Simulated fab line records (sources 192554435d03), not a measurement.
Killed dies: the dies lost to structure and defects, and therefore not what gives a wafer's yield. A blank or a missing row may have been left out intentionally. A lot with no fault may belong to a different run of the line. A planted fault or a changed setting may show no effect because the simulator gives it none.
Chamber matching :: flow n5 finfet :: N5_BEOL_M0_STRIP_142 on rie diel-06 has 4 sister chambers
The step strips in N2/H2, time 10 s. 4 wafers are shown with their chamber, then 7 later ones without.

WAFERS, EACH WITH ITS CHAMBER
wafer: L084.6
chamber: 1
showerhead plenum p Torr (Torr): 2.48

wafer: L086.5
chamber: 0
showerhead plenum p Torr (Torr): 2.49

wafer: L087.1
chamber: 3
showerhead plenum p Torr (Torr): 2.55

wafer: L087.4
chamber: 2
showerhead plenum p Torr (Torr): 2.63

WAFERS WHOSE CHAMBER IS MISSING
wafer: L087.5
showerhead plenum p Torr (Torr): 2.49

wafer: L095.1
showerhead plenum p Torr (Torr): 2.62

wafer: L095.2
showerhead plenum p Torr (Torr): 2.54

wafer: L095.3
showerhead plenum p Torr (Torr): 2.48

wafer: L097.1
showerhead plenum p Torr (Torr): 2.54

wafer: L097.3
showerhead plenum p Torr (Torr): 2.62

wafer: L097.6
showerhead plenum p Torr (Torr): 2.62

EACH ONE'S CHAMBER
wafer: L087.5
from the rows above: can't be placed: 0 or 1
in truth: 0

wafer: L095.1
from the rows above: 2
in truth: 2

wafer: L095.2
from the rows above: 3
in truth: 3

wafer: L095.3
from the rows above: can't be placed: 1 or 0
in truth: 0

wafer: L097.1
from the rows above: 3
in truth: 3

wafer: L097.3
from the rows above: 2
in truth: 2

wafer: L097.6
from the rows above: 2
in truth: 2
Placed correctly: 5 of 7. Not placeable from these rows: 2 (in 2, the candidates include the true chamber). 0 placed wrongly.
How it was worked out, from the rows above alone: a wafer's distance from a chamber is the root of the sum, over the readings, of the square of ((its reading less the chamber's mean) divided by the reading's scatter). The wafer belongs to the nearest chamber; if the next one is less than 2 further off, it can't be placed. A chamber's mean is the mean of its shown wafers. The scatter: root of mean squared gap, hidden wafer to nearest shown wafer, with one shown wafer a chamber.
